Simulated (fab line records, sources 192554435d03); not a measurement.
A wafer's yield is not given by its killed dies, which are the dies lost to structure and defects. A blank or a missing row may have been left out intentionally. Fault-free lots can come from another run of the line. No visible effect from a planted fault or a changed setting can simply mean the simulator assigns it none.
Matching of chambers	flow n5_finfet	4 sister chambers for N5_MOL_CONTACT_COAG_STRIP_96 on rie_diel-04
The step strips in N2/H2. 18 wafers are shown with their chamber, then 9 later ones without.

EACH WAFER AND ITS CHAMBER
wafer	chamber	showerhead_plenum_p_Torr (Torr)	oes_product_au (a.u.)	throttle_valve_pct (%)
L076.1	0	3.56	0.93	18.80
L076.5	1	3.20	0.74	18.69
L076.6	2	3.29	0.90	19.01
L077.2	2	3.29	0.91	19.02
L077.3	0	3.56	0.93	18.82
L077.6	0	3.56	0.93	18.79
L078.2	2	3.29	0.90	19.03
L078.5	0	3.56	0.93	18.79
L078.6	1	3.20	0.73	18.69
L080.1	2	3.28	0.90	19.04
L080.2	0	3.56	0.92	18.82
L080.6	3	3.34	0.74	18.90
L082.1	1	3.19	0.74	18.71
L082.2	0	3.55	0.90	18.83
L082.6	0	3.55	0.90	18.82
L090.1	2	3.27	0.86	19.05
L090.4	0	3.55	0.89	18.85
L090.5	3	3.33	0.73	18.94

SIGNATURES, as means of the wafers listed above
reading	chamber 0	chamber 1	chamber 2	chamber 3	scatter within a chamber
showerhead_plenum_p_Torr	3.5562	3.1967	3.2840	3.3350	0.00668
oes_product_au	0.9163	0.7367	0.8940	0.7350	0.0161
throttle_valve_pct	18.8150	18.6967	19.0300	18.9200	0.019
Rule: distance of a wafer from a chamber = root of the sum over the readings of ((wafer's reading minus chamber's mean) / reading's scatter) squared. If the next closest chamber is less than 2 further off than the closest, the wafer can't be placed; otherwise it belongs to the closest. How the scatter is found: for the shown wafers, subtract from each reading the mean of its chamber, square and add these, divide the total by (wafers less chambers), then take the root.

WAFERS WHOSE CHAMBER IS MISSING
wafer	showerhead_plenum_p_Torr (Torr)	oes_product_au (a.u.)	throttle_valve_pct (%)
L091.3	3.18	0.72	18.72
L091.4	3.27	0.85	19.07
L091.5	3.27	0.85	19.06
L094.1	3.32	0.73	18.95
L094.2	3.18	0.71	18.74
L094.4	3.27	0.84	19.09
L097.2	3.54	0.87	18.87
L097.4	3.18	0.71	18.76
L097.6	3.54	0.87	18.88

CHAMBER TAKEN BY EACH
wafer	from the rows above	in truth
L091.3	1	1
L091.4	2	2
L091.5	2	2
L094.1	3	3
L094.2	1	1
L094.4	2	2
L097.2	0	0
L097.4	1	1
L097.6	0	0
9 of 9 placed correctly. Left unplaced by these rows: 0. 0 placed wrongly.
